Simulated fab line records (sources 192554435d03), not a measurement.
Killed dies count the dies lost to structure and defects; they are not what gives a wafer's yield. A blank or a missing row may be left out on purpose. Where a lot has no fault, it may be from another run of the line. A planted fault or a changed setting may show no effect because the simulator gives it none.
Matching of chambers :: flow n5Finfet :: N5_BEOL_M8_CURE_75 on uvCure-03: 3 sister chambers
The step cures SiCOH lowk, time 120 s. 3 wafers are shown with their chamber, then 11 later ones without.

EACH WAFER AND ITS CHAMBER
wafer: L082.5
chamber: 1
wafer_temp_C_max: 371.3

wafer: L085.4
chamber: 0
wafer_temp_C_max: 371.0

wafer: L086.2
chamber: 2
wafer_temp_C_max: 371.3

WAFERS WHOSE CHAMBER IS MISSING
wafer: L086.4
wafer_temp_C_max: 371.1

wafer: L086.6
wafer_temp_C_max: 371.3

wafer: L093.3
wafer_temp_C_max: 371.3

wafer: L093.4
wafer_temp_C_max: 371.2

wafer: L093.6
wafer_temp_C_max: 371.5

wafer: L092.1
wafer_temp_C_max: 370.9

wafer: L092.3
wafer_temp_C_max: 370.8

wafer: L092.5
wafer_temp_C_max: 371.4

wafer: L097.1
wafer_temp_C_max: 371.0

wafer: L097.4
wafer_temp_C_max: 371.1

wafer: L097.6
wafer_temp_C_max: 370.6

CHAMBER TAKEN BY EACH
wafer: L086.4
from the rows above: can't be placed: 0 or 1 or 2
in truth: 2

wafer: L086.6
from the rows above: can't be placed: 1 or 2 or 0
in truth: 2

wafer: L093.3
from the rows above: can't be placed: 1 or 2 or 0
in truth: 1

wafer: L093.4
from the rows above: can't be placed: 1 or 2 or 0
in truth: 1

wafer: L093.6
from the rows above: can't be placed: 1 or 2 or 0
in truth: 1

wafer: L092.1
from the rows above: can't be placed: 0 or 1 or 2
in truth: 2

wafer: L092.3
from the rows above: can't be placed: 0 or 1 or 2
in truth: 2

wafer: L092.5
from the rows above: can't be placed: 1 or 2 or 0
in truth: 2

wafer: L097.1
from the rows above: can't be placed: 0 or 1 or 2
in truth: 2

wafer: L097.4
from the rows above: can't be placed: 0 or 1 or 2
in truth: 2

wafer: L097.6
from the rows above: can't be placed: 0 or 1 or 2
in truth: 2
Correctly placed: 0 of 11. From these rows, 11 cannot be placed; in 11 the true chamber is one of the candidates. 0 placed wrongly.
How it was worked out, from the rows above alone: a wafer's distance from a chamber is the root of the sum, over the readings, of the square of ((its reading less the chamber's mean) divided by the reading's scatter). The wafer belongs to the nearest chamber; if the next one is less than 2 further off, it can't be placed. Each chamber's mean is taken over the wafers shown for it. The scatter: root of mean squared gap, hidden wafer to nearest shown wafer, with one shown wafer a chamber.
